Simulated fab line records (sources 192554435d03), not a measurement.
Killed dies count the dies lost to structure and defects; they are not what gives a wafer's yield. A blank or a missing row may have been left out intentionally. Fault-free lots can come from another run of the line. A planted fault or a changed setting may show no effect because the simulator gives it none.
fab line records | flow n5-finfet
record: lots: 7 wafers: 21
route steps=1938 shown GATE_CUT@481 MOL_CONTACT_COAG@547 BEOL_M0_SAQP@638
start-h: hours from the record's first day to the start of the lot's first wafer shown | wait-h: time in hours since the lot's previous step | " repeats the value in the row above | L1.1+2: a row that stands for several wafers | - no value, or no start was given | * or withheld: withheld | < > ~ a bound
route shown NAME@n: names a module that has steps shown in the file, with the first one's number in the route | usual: mean/standard deviation of fault-free wafers | same: alike in all rows | chamber/n: place in a boat | sites: per-site readings | _std_site: the values' standard deviation | _edge_site: the outer-site mean with the inner-site mean subtracted | radius-mm: how far each site lies from the wafer's centre | mask NAME#n: copy n | behind: the last tool/chamber to shape the wafer | hold: cause of the lot's hold/its duration in hours/its outcome | device: which transistor (n, p or np) failed to switch | end of line: tests run on the same wafers once the route is complete | step lacking rows: just its recipe | killed: dies lost to structure and defects at the first sort, not the wafer's yield | map: shows each die of a wafer: x if killed, . if not, _ if none is there
set.NAME: the setting that was run; set.NAME@STEP: the one run at that earlier step | model.NAME: the simulator's own value behind a step, which no gauge read
lots whose settings were changed on purpose; a table a step, a row a wafer
== steps ==
step: N5_GATE_CUT_COAT_07
recipe: resist: CAR-EUV spin-rpm: 1500 resist-thk-nm: 30
columns lot.wafer tool chamber start-h wait-h set.spin-rpm model.CAR-EUV_of_GATE_CUT_COAT_07.thk-nm
L081.1 litho-track-05 0 - - 1600 29.2
L081.3 " 0 " " 1500 30
L081.6 " 0 " " 1600 29
L084.4 litho-track-01 0 - - 1403 31
L084.5 " 0 " " 1500 29.8
L084.6 " 0 " " 1500 30
L087.1 litho-track-02 0 - - 1500 29.8
L087.4+5 " 0 " " 1500 30
L088.2 litho-track-02 0 - - 1500 30
L088.5 " 0 " " 1441 30.8
L088.6 " 0 " " 1441 30.6
L089.3+5+6 litho-track-01 0 - - 1500 30
L095.1 litho-track-02 0 - - 1453 30.2
L095.3+6 " 0 " " 1500 29.8
L097.1+5+6 litho-track-05 0 - - 1500 29.8
step: N5_GATE_CUT_EBR_09
recipe: solvent: PGMEA ebr-width-mm: 1.5
step: N5_GATE_CUT_SOFTBAKE_08
recipe: temp-c: 110 time-s: 60 resist: CAR-EUV
step: N5_GATE_CUT_DESCUM_18
recipe: chemistry: O2 time-s: 7 source-power-w: 50 bias-power-w: 20 pressure-mtorr: 20 rf-frequency-hz: 2.712e+07 temp-c: 40 resist: CAR-EUV o2-flow-sccm: 225
columns lot.wafer tool chamber start-h wait-h set.spin-rpm@GATE_CUT_COAT_07 model.CAR-EUV_of_GATE_CUT_COAT_07.thk-nm
L081.1+6 rie-diel-06 3,2 128.85 0.0 1600 25.2
L081.3 " 0 " " 1500 26
L084.4 rie-diel-01 2 147.24 0.1 1403 27
L084.5 " 0 " " 1500 25.8
L084.6 " 1 " " 1500 26
L087.1+4+5 rie-diel-06 3,2,0 167.71 0.0 1500 26
L088.2 rie-diel-05 2 175.82 0.0 1500 26.2
L088.5 " 2 " " 1441 26.8
L088.6 " 1 " " 1441 26.6
L089.3+5+6 rie-diel-01 0,0,3 178.16 0.1 1500 26
L095.1 rie-diel-05 0 211.08 0.0 1453 26.4
L095.3+6 " 3,0 " " 1500 26
L097.1+5 rie-diel-01 1 219.77 0.0 1500 26
L097.6 " 0 " " 1500 25.8
step: N5_GATE_CUT_ETCH_28
recipe: chemistry: N2/H2 target: underlayer target-depth-a: 130 mask-material: CAR-EUV time-s: 10.4 ion-energy-ev: 200 pressure-mtorr: 30 source-w: 840 bias-w: 150 n2-flow-sccm: 200 h2-flow-sccm: 200 ends: cleared
columns lot.wafer tool chamber start-h wait-h set.spin-rpm@GATE_CUT_COAT_07 model.CAR-EUV_of_GATE_CUT_COAT_07.thk-nm
L081.1+6 rie-diel-06 3,2 128.88 0.0 1600 13.6
L081.3 " 0 " " 1500 14.6
L084.4 rie-diel-01 2 147.27 0.0 1403 15.6
L084.5 " 0 " " 1500 14.4
L084.6 " 1 " " 1500 14.6
L087.1 rie-diel-06 3 167.74 0.0 1500 14.4
L087.4+5 " 2,0 " " 1500 14.6
L088.2 rie-diel-05 2 175.85 0.0 1500 14.8
L088.5 " 2 " " 1441 15.4
L088.6 " 1 " " 1441 15.2
L089.3+5 rie-diel-01 0 178.19 0.0 1500 14.6
L089.6 " 3 " " 1500 14.4
L095.1 rie-diel-05 0 211.12 0.0 1453 15.2
L095.3+6 " 3,0 " " 1500 14.6
L097.1+5 rie-diel-01 1 219.80 0.0 1500 14.6
L097.6 " 0 " " 1500 14.4
step: N5_GATE_CUT_ETCH_36
recipe: chemistry: CF4 target: SiARC target-depth-a: 130 mask-material: CAR-EUV time-s: 21.7 ion-energy-ev: 80 pressure-mtorr: 40 source-w: 545 bias-w: 36 Ar_flow_sccm: 100 cf4-flow-sccm: 100 ends: cleared
step: N5_GATE_CUT_ETCH_37
recipe: chemistry: N2/H2 target: SOC target-depth-a: 600 overetch-a: 120 mask-material: SiARC temp-c: 40 time-s: 90 ion-energy-ev: 200 pressure-mtorr: 30 source-w: 840 bias-w: 150 n2-flow-sccm: 200 h2-flow-sccm: 200
step: N5_GATE_CUT_STRIP_38
recipe: chemistry: N2/H2 temp-c: 40 n2-flow-sccm: 200 h2-flow-sccm: 200 rf-frequency-hz: 6e+07
step: N5_GATE_CUT_STRIP_39
recipe: chemistry: N2/H2 temp-c: 40 n2-flow-sccm: 200 h2-flow-sccm: 200 rf-frequency-hz: 6e+07
step: N5_GATE_CUT_HM_OPEN_40
recipe: chemistry: C4F6/O2 target: SiO2 mask-material: SiARC target-depth-a: 1390 time-s: 85.1 ion-energy-ev: 250 pressure-mtorr: 30 source-w: 345 bias-w: 185 Ar_flow_sccm: 300 C4F6_flow_sccm: 10 O2_flow_sccm: 10 ends: cleared
usual: etch-rf-on-time-s: 94.6/2
columns lot.wafer tool chamber start-h wait-h set.time-s@GATE_CUT_HM_DEP_46 etch-rf-on-time-s model.etch.depth-nm model.SOC_of_GATE_CUT_COAT_34.thk-nm
L081.1 rie-diel-06 3 129.01 0.0 26.6 92.4 127.4 33.4
L081.3 " 0 " " 26.6 98.1 128.9 32.6
L081.6 " 2 " " 26.6 96.7 131.1 32.6
L084.4 rie-diel-01 2 147.42 0.0 26.6 94.8 129.8 32.6
L084.5 " 0 " " 29.95 106.7 149.3 28.8
L084.6 " 1 " " 26.6 92.1 131.7 32
L087.1 rie-diel-06 3 167.87 0.0 26.6 93.8 128.4 33
L087.4 " 2 " " 26.6 98.7 131.8 32.2
L087.5 " 0 " " 28.2 105.6 138.2 30.4
L088.2 rie-diel-05 2 175.98 0.0 27.67 95.1 132.1 32.4
L088.5 " 2 " " 27.67 98.1 136.3 31.8
L088.6 " 1 " " 26.6 93.7 127.8 33.8
L089.3 rie-diel-01 0 178.32 0.0 26.6 92.0 130.1 32.6
L089.5 " 0 " " 26.6 94.1 131.8 32
L089.6 " 3 " " 26.6 95.0 130 32.4
L095.1 rie-diel-05 0 211.25 0.0 26.6 93.8 130.3 33
L095.3 " 3 " " 25.18 91.4 123.6 33.8
L095.6 " 0 " " 26.6 93.3 128.6 33.2
L097.1 rie-diel-01 1 219.93 0.0 22.98 79.0 112.9 36.2
L097.5 " 1 " " 26.6 92.8 131.9 31.8
L097.6 " 0 " " 26.6 95.5 132.9 32.4
step: N5_GATE_CUT_STRIP_41
recipe: chemistry: CF4 resist: SiARC power-w: 300 bias-power-w: 75 pressure-mtorr: 50 cf4-flow-sccm: 150 rf-frequency-hz: 6e+07
step: N5_GATE_CUT_STRIP_42
recipe: chemistry: O2 power-w: 400 temp-c: 40 pressure-mtorr: 30 rf-frequency-hz: 6e+07 bias-power-w: 0 overash-fraction: 0.3 o2-flow-sccm: 225
step: N5_GATE_CUT_ALD_22
recipe: material: SiNx target-thk-a: 160 temp-c: 400 ald-precursor-family: SiH2I2 ald-co-reactant: N2/H2-plasma pulse-time-s: 1 ald-cycles: 320 purge-time-s: 2 co-reactant-purge-time-s: 2 pressure-torr: 2
step: N5_GATE_CUT_CMP_23
recipe: stop-on: SiO2 t-overpolish-s: 23.4 post-cmp-clean: alkaline-brush down-force-psi: 2.5 platen-rpm: 51.8 pad-velocity-m-s: 1.0307 target-thk-nm: 16
step: N5_GATE_CUT_THK_MEAS_24
recipe: reads: SiO2_of_GATE_CUT_HM_DEP_46+SiO2_flowable_of_ILD0_FCVD_FILL_01
usual: GC_FILL_THK: 220.3/2
columns lot.wafer tool chamber start-h wait-h set.time-s@GATE_CUT_HM_DEP_46 GC_FILL_THK[nm]
L081.1 film-metro-01 - 131.47 - 26.6 216.9
L081.3 " - " " 26.6 218.1
L081.6 " - " " 26.6 221.0
L084.4 film-metro-02 - 149.87 - 26.6 219.8
L084.5 " - " " 29.95 237.8
L084.6 " - " " 26.6 221.4
L087.1 film-metro-01 - 170.33 - 26.6 219.0
L087.4 " - " " 26.6 223.0
L087.5 " - " " 28.2 229.1
L088.2 film-metro-02 - 178.44 - 27.67 221.8
L088.5 " - " " 27.67 225.4
L088.6 " - " " 26.6 216.7
L089.3 film-metro-02 - 180.79 - 26.6 220.4
L089.5 " - " " 26.6 221.1
L089.6 " - " " 26.6 218.3
L095.1 film-metro-02 - 213.72 - 26.6 220.2
L095.3 " - " " 25.18 213.3
L095.6 " - " " 26.6 219.2
L097.1 film-metro-02 - 222.49 - 22.98 202.5
L097.5 " - " " 26.6 221.8
L097.6 " - " " 26.6 224.1
step: N5_GATE_CUT_CMP_43
recipe: material: SiO2 post-cmp-clean: rinse-only
columns lot.wafer tool chamber start-h wait-h set.time-s@GATE_CUT_HM_DEP_46 model.SiO2_of_GATE_CUT_HM_DEP_46.thk-nm
L081.3+6 cmp-03 0 131.54 0.1 26.6 5
L081.1 " 1 " " 26.6 4.8
L084.4+6 cmp-03 1,2 150.14 0.3 26.6 5
L084.5 " 3 " " 29.95 6
L087.1+4 cmp-01 3,1 170.44 0.1 26.6 5
L087.5 " 2 " " 28.2 5.4
L088.2 cmp-03 3 178.47 0.0 27.67 5
L088.6 " 3 " " 26.6 4.8
L088.5 " 0 " " 27.67 5.2
L089.3+6+5 cmp-02 2,1,2 180.90 0.1 26.6 5
L095.1+6 cmp-01 0,3 213.91 0.2 26.6 5
L095.3 " 1 " " 25.18 4.6
L097.1 cmp-02 1 222.68 0.2 22.98 4.2
L097.5 " 3 " " 26.6 5
L097.6 " 0 " " 26.6 5.2
step: N5_MOL_CONTACT_COAG_SPUTTER_143
recipe: material: Co target-thk-a: 25 temp-c: 25 chamber-pressure-pa: 0.2
columns lot.wafer tool chamber start-h wait-h set.target-thk-a model.Co_of_MOL_CONTACT_COAG_SPUTTER_143.thk-nm
L081.1+3+6 pvd-sputter-01 - 135.81 0.0 25 2.4
L084.4+6 pvd-sputter-02 - 154.08 0.0 25 2.6
L084.5 " - " " 23.61 2.4
L087.1+4 pvd-sputter-02 - 174.07 0.0 25 2.6
L087.5 " - " " 22.99 2.4
L088.2+5 pvd-sputter-02 - 182.37 0.0 22.65 2.2
L088.6 " - " " 25 2.6
L089.3+5+6 pvd-sputter-03 - 185.37 0.0 25 2.4
L095.1 pvd-sputter-03 - 217.37 0.0 22.87 2.2
L095.3+6 " - " " 25 2.4
L097.1 pvd-sputter-01 - 226.18 0.0 22.35 2.2
L097.5 " - " " 25 2.6
L097.6 " - " " 25 2.4
step: N5_MOL_CONTACT_COAG_ALD_27
recipe: material: SiOC target-thk-a: 170 temp-c: 400 ald-precursor-family: carbosiloxane ald-co-reactant: H2-plasma pulse-time-s: 1.5 time-s: 2720 purge-time-s: 2 co-reactant-purge-time-s: 2 ald-cycles: 340 pressure-torr: 2
columns lot.wafer tool chamber start-h wait-h set.time-s model.SiOC_of_MOL_CONTACT_COAG_ALD_27.thk-nm
L081.1 ald-sin-02 3 139.49 0.0 2720 17
L081.3+6 " 2,1 " " 2120 13.2
L084.4 ald-sin-02 3 157.86 0.0 2720 17
L084.5+6 " 0,3 " " 2720 17.2
L087.1+4+5 ald-sin-04 0,2,3 180.82 2.3 2720 17
L088.2 ald-sin-02 2 187.08 0.5 2443 15.4
L088.5 " 2 " " 2720 17
L088.6 " 1 " " 2443 15.2
L089.3 ald-sin-04 0 190.31 0.7 2720 16.8
L089.5 " 3 " " 2720 17
L089.6 " 2 " " 2720 17.2
L095.1+3 ald-sin-02 0,3 222.58 0.0 3085 17
L095.6 " 0 " " 2720 17
L097.1+5 ald-sin-02 1,0 232.39 1.5 2720 17
L097.6 " 3 " " 2720 17.2
step: N5_BEOL_M0_SAQP_PECVD_04
recipe: material: a-Si target-thk-a: 600 temp-c: 350 precursor: SiH4/He pressure-torr: 3 rf-w: 100 time-s: 60.2
columns lot.wafer tool chamber start-h wait-h set.time-s model.a-Si_of_BEOL_M0_SAQP_PECVD_04.thk-nm
L081.1+3 pecvd-02 2,1 151.06 0.0 60.2 59.8
L081.6 " 0 " " 60.2 61.2
L084.4 pecvd-02 2 172.46 0.0 60.2 61.4
L084.5+6 " 1,0 " " 60.2 61
L087.1 pecvd-01 1 193.98 0.0 60.2 59.8
L087.4 " 2 " " 60.2 61
L087.5 " 1 " " 60.2 60.4
L088.2+5 pecvd-01 0,1 199.72 0.0 60.2 59.2
L088.6 " 2 " " 60.2 61.2
L089.3 pecvd-02 0 204.82 0.0 60.2 59
L089.5 " 1 " " 60.2 59.8
L089.6 " 2 " " 60.2 61.6
L095.1 pecvd-02 2 235.34 0.0 57.18 57
L095.3 " 0 " " 60.2 59.8
L095.6 " 1 " " 57.18 57.6
L097.1 pecvd-01 0 244.43 0.0 54.32 53.6
L097.5 " 1 " " 60.2 60
L097.6 " 0 " " 54.32 54.2
step: N5_BEOL_M0_SAQP_THK_MEAS_05
usual: thk-nm: 60.2/0.86
columns lot.wafer tool chamber start-h wait-h set.time-s@BEOL_M0_SAQP_PECVD_04 thk-nm
L081.1 film-metro-02 - 151.15 0.1 60.2 59.9
L081.3 " - " " 60.2 59.8
L081.6 " - " " 60.2 61.2
L084.4 film-metro-01 - 172.52 0.0 60.2 61.3
L084.5 " - " " 60.2 60.9
L084.6 " - " " 60.2 61.0
L087.1 film-metro-01 - 194.07 0.1 60.2 59.7
L087.4 " - " " 60.2 60.9
L087.5 " - " " 60.2 60.4
L088.2 film-metro-02 - 199.82 0.1 60.2 59.1
L088.5 " - " " 60.2 59.1
L088.6 " - " " 60.2 61.2
L089.3 film-metro-01 - 204.92 0.1 60.2 59.0
L089.5 " - " " 60.2 59.7
L089.6 " - " " 60.2 61.5
L095.1 film-metro-01 - 235.43 0.1 57.18 56.9
L095.3 " - " " 60.2 59.8
L095.6 " - " " 57.18 57.5
L097.1 film-metro-02 - 244.52 0.1 54.32 53.5
L097.5 " - " " 60.2 60.1
L097.6 " - " " 54.32 54.3
step: N5_BEOL_M0_SAQP_HM_DEP_111
recipe: material: SiO2 target-thk-a: 120 temp-c: 400 precursor: SiH4/N2O pressure-torr: 0.75 rf-w: 275 time-s: 7.2
step: N5_BEOL_M0_SAQP_COAT_81
recipe: resist: SOC temp-c: 250 time-s: 60 spin-rpm: 1500 resist-thk-nm: 100
step: N5_BEOL_M0_SAQP_HM_OPEN_112
recipe: chemistry: CHF3/O2 target: SiO2 stop-on: a-Si target-depth-a: 120 over-etch-frac: 1.25 mask-material: SOC time-s: 13.5 pressure-mtorr: 30 source-w: 650 bias-w: 170 Ar_flow_sccm: 200 CHF3_flow_sccm: 50 O2_flow_sccm: 5 ion-energy-ev: 200 ends: end-point
step: N5_BEOL_M0_SAQP_STRIP_113
recipe: chemistry: CHF3/O2 resist: SiARC rf-frequency-hz: 6e+07
step: N5_BEOL_M0_SAQP_MANDREL_ETCH_20
recipe: target-depth-a: 600 chemistry: HBr/Cl2 target: a-Si stop-on: SiNx bt-time-s: 10 mask-material: SOC over-etch-frac: 0.5 time-s: 30 pressure-mtorr: 10 icp-w: 800 bias-w: 75 HBr_flow_sccm: 150 Cl2_flow_sccm: 80 ends: end-point
columns lot.wafer tool chamber start-h wait-h set.time-s@BEOL_M0_SAQP_PECVD_04 model.etch.depth-nm
L081.1 rie-si-04 1 151.87 0.0 60.2 59.87
L081.3 " 3 " " 60.2 59.76
L081.6 " 3 " " 60.2 61.19
L084.4 rie-si-01 3 173.25 0.0 60.2 61.34
L084.5 " 0 " " 60.2 60.91
L084.6 " 3 " " 60.2 60.94
L087.1 rie-si-01 1 194.92 0.0 60.2 59.75
L087.4 " 3 " " 60.2 60.93
L087.5 " 1 " " 60.2 60.34
L088.2 rie-si-05 0 200.66 0.0 60.2 59.17
L088.5 " 2 " " 60.2 59.14
L088.6 " 3 " " 60.2 61.2
L089.3 rie-si-01 3 206.32 0.0 60.2 59.01
L089.5 " 2 " " 60.2 59.72
L089.6 " 3 " " 60.2 61.52
L095.1 rie-si-05 3 236.30 0.0 57.18 56.97
L095.3 " 2 " " 60.2 59.75
L095.6 " 0 " " 57.18 57.55
L097.1 rie-si-01 0 245.37 0.0 54.32 53.57
L097.5 " 1 " " 60.2 60.06
L097.6 " 2 " " 54.32 54.29
step: N5_BEOL_M0_SAQP_STRIP_86
recipe: chemistry: N2/H2 power-w: 500 temp-c: 40 pressure-mtorr: 50 rf-frequency-hz: 6e+07 overash-fraction: 0.3 bias-power-w: 28 h2-frac: 0.5 n2-flow-sccm: 300 h2-flow-sccm: 300
step: N5_BEOL_M0_SAQP_STRIP_115
recipe: chemistry: post-etch-residue-remover time-s: 60 temp-c: 25 remover-ph: withheld remover-water-wt-pct: withheld remover-fluoride-wt-pct: withheld
step: N5_BEOL_M0_SAQP_SRD_93
recipe: dry: ipa-marangoni time-s: 30 temp-c: 23 rinse-liquid: diw
step: N5_BEOL_M0_SAQP_RECESS_114
recipe: chemistry: HF/NH3 target: SiO2 target-depth-a: 144 afs-cycles: 3 temp-c: 30 sublimation-temp-c: 180 sublimation-time-s: 60
step: N5_BEOL_M0_SAQP_SPACER1_ALD_98
recipe: material: SiO2 target-thk-a: 128 temp-c: 300 ald-precursor-family: BDEAS ald-co-reactant: O2-plasma pulse-time-s: 1 purge-time-s: 2 co-reactant-purge-time-s: 2 ald-cycles: 138 pressure-torr: 2
columns lot.wafer tool chamber start-h wait-h set.time-s@BEOL_M0_SAQP_PECVD_04 model.a-Si_of_BEOL_M0_SAQP_PECVD_04.thk-nm
L081.1+3 ald-sin-03 3,0 152.58 0.4 60.2 59.6
L081.6 " 0 " " 60.2 61
L084.4 ald-sin-01 0 174.04 0.2 60.2 61.2
L084.5+6 " 3,0 " " 60.2 60.8
L087.1 ald-sin-01 1 195.78 0.4 60.2 59.6
L087.4 " 0 " " 60.2 60.8
L087.5 " 2 " " 60.2 60.2
L088.2+5 ald-sin-03 2,3 202.14 1.1 60.2 59
L088.6 " 0 " " 60.2 61
L089.3 ald-sin-03 1 207.02 0.1 60.2 58.8
L089.5 " 2 " " 60.2 59.6
L089.6 " 3 " " 60.2 61.4
L095.1 ald-sin-03 1 237.23 0.5 57.18 56.8
L095.3 " 2 " " 60.2 59.6
L095.6 " 1 " " 57.18 57.4
L097.1 ald-sin-02 3 246.33 0.6 54.32 53.4
L097.5 " 0 " " 60.2 59.8
L097.6 " 3 " " 54.32 54.2
step: N5_BEOL_M0_SAQP_COAT_87
recipe: resist: underlayer temp-c: 205 time-s: 60 spin-rpm: 1500 resist-thk-nm: 5
columns lot.wafer tool chamber start-h wait-h set.spin-rpm
L081.1+3 litho-track-03 0 - - 1500
L081.6 " 0 " " 1343
L084.4+6 litho-track-02 0 - - 1599
L084.5 " 0 " " 1500
L087.1 litho-track-02 0 - - 1417
L087.4+5 " 0 " " 1500
L088.2+5+6 litho-track-05 0 - - 1500
L089.3+5+6 litho-track-05 0 - - 1500
L095.1+6 litho-track-02 0 - - 1500
L095.3 " 0 " " 1648
L097.1+5 litho-track-05 0 - - 1500
L097.6 " 0 " " 1614
== key ==
split: step: N5_GATE_CUT_COAT_07 setting: spin-rpm stated: 1500 by: wafer
response: step: N5_GATE_CUT_COAT_07 reading: model.CAR-EUV_of_GATE_CUT_COAT_07.thk-nm change: -0.153 per: 1% r: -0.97
response: step: N5_GATE_CUT_DESCUM_18 reading: model.CAR-EUV_of_GATE_CUT_COAT_07.thk-nm change: -0.14 per: 1% r: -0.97
response: step: N5_GATE_CUT_ETCH_28 reading: model.CAR-EUV_of_GATE_CUT_COAT_07.thk-nm change: -0.158 per: 1% r: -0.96
split: step: N5_MOL_CONTACT_COAG_SPUTTER_143 setting: target-thk-a stated: 25 by: wafer
response: step: N5_MOL_CONTACT_COAG_SPUTTER_143 reading: model.Co_of_MOL_CONTACT_COAG_SPUTTER_143.thk-nm change: +0.0308 per: 1% r: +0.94
split: step: N5_MOL_CONTACT_COAG_ALD_27 setting: time-s stated: 2720 by: wafer
response: step: N5_MOL_CONTACT_COAG_ALD_27 reading: model.SiOC_of_MOL_CONTACT_COAG_ALD_27.thk-nm change: +0.131 per: 1% r: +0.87
split: step: N5_BEOL_M0_SAQP_PECVD_04 setting: time-s stated: 60.2 by: wafer
response: step: N5_BEOL_M0_SAQP_PECVD_04 reading: model.a-Si_of_BEOL_M0_SAQP_PECVD_04.thk-nm change: +0.598 per: 1% r: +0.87
response: step: N5_BEOL_M0_SAQP_THK_MEAS_05 reading: thk-nm change: * per: 1% r: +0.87
response: step: N5_BEOL_M0_SAQP_MANDREL_ETCH_20 reading: model.etch.depth-nm change: +0.6 per: 1% r: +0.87
response: step: N5_BEOL_M0_SAQP_SPACER1_ALD_98 reading: model.a-Si_of_BEOL_M0_SAQP_PECVD_04.thk-nm change: +0.59 per: 1% r: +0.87
split: step: N5_BEOL_M0_SAQP_COAT_87 setting: spin-rpm stated: 1500 by: wafer
response none in this file
split outside-this-file step=N5_GATE_CUT_HM_DEP_46 setting=time-s
split outside-this-file: this setting was split too, and the file shows its column; the key of that split is in another file
